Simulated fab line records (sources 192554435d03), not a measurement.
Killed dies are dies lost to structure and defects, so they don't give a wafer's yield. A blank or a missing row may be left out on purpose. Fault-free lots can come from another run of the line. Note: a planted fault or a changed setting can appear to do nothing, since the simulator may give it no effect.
Matching of chambers | flow n5-finfet | 3 sister chambers for N5_SDB_HM_DEP_00 on pecvd-02
The step deposits SiNx from SiH4/NH3/N2, target thk 40 nm, time 35.3 s. 6 wafers are shown with their chamber, then 12 later ones without.

== WAFERS WITH THEIR CHAMBER ==
wafer  | chamber | throttle-valve-pct (%) | showerhead-plenum-p-Torr (Torr)
L081.2 | 1       | 39.2                   | 5.23
L084.5 | 2       | 38.4                   | 5.12
L084.6 | 0       | 42.8                   | 5.15
L087.1 | 2       | 38.5                   | 5.13
L087.2 | 0       | 42.5                   | 5.15
L087.6 | 1       | 39.5                   | 5.22

== WAFERS WHOSE CHAMBER IS MISSING ==
wafer  | throttle-valve-pct (%) | showerhead-plenum-p-Torr (Torr)
L090.2 | 39.1                   | 5.22
L090.3 | 42.6                   | 5.15
L090.4 | 43.1                   | 5.14
L092.2 | 38.4                   | 5.12
L092.5 | 42.7                   | 5.15
L092.6 | 39.3                   | 5.23
L094.4 | 42.7                   | 5.16
L094.5 | 39.1                   | 5.23
L094.6 | 38.6                   | 5.12
L096.1 | 42.8                   | 5.16
L096.2 | 38.6                   | 5.11
L096.4 | 38.9                   | 5.11

== CHAMBER TAKEN BY EACH ==
wafer  | from the rows above | in truth
L090.2 | 1                   | 1
L090.3 | 0                   | 0
L090.4 | 0                   | 0
L092.2 | 2                   | 2
L092.5 | 0                   | 0
L092.6 | 1                   | 1
L094.4 | 0                   | 0
L094.5 | 1                   | 1
L094.6 | 2                   | 2
L096.1 | 0                   | 0
L096.2 | 2                   | 2
L096.4 | 2                   | 2
Placed correctly: 12 of 12. From these rows, 0 cannot be placed. Wrongly placed: 0.
How it was worked out, from the rows above alone: a wafer's distance from a chamber is the root of the sum, over the readings, of the square of ((its reading less the chamber's mean) divided by the reading's scatter). If the next closest chamber is less than 2 further off than the closest, the wafer can't be placed; otherwise it belongs to the closest. A chamber's mean is the mean of its shown wafers. The scatter: take each reading less its chamber's mean, square it, sum over the shown wafers, divide by the number of wafers less the number of chambers, and take the root.
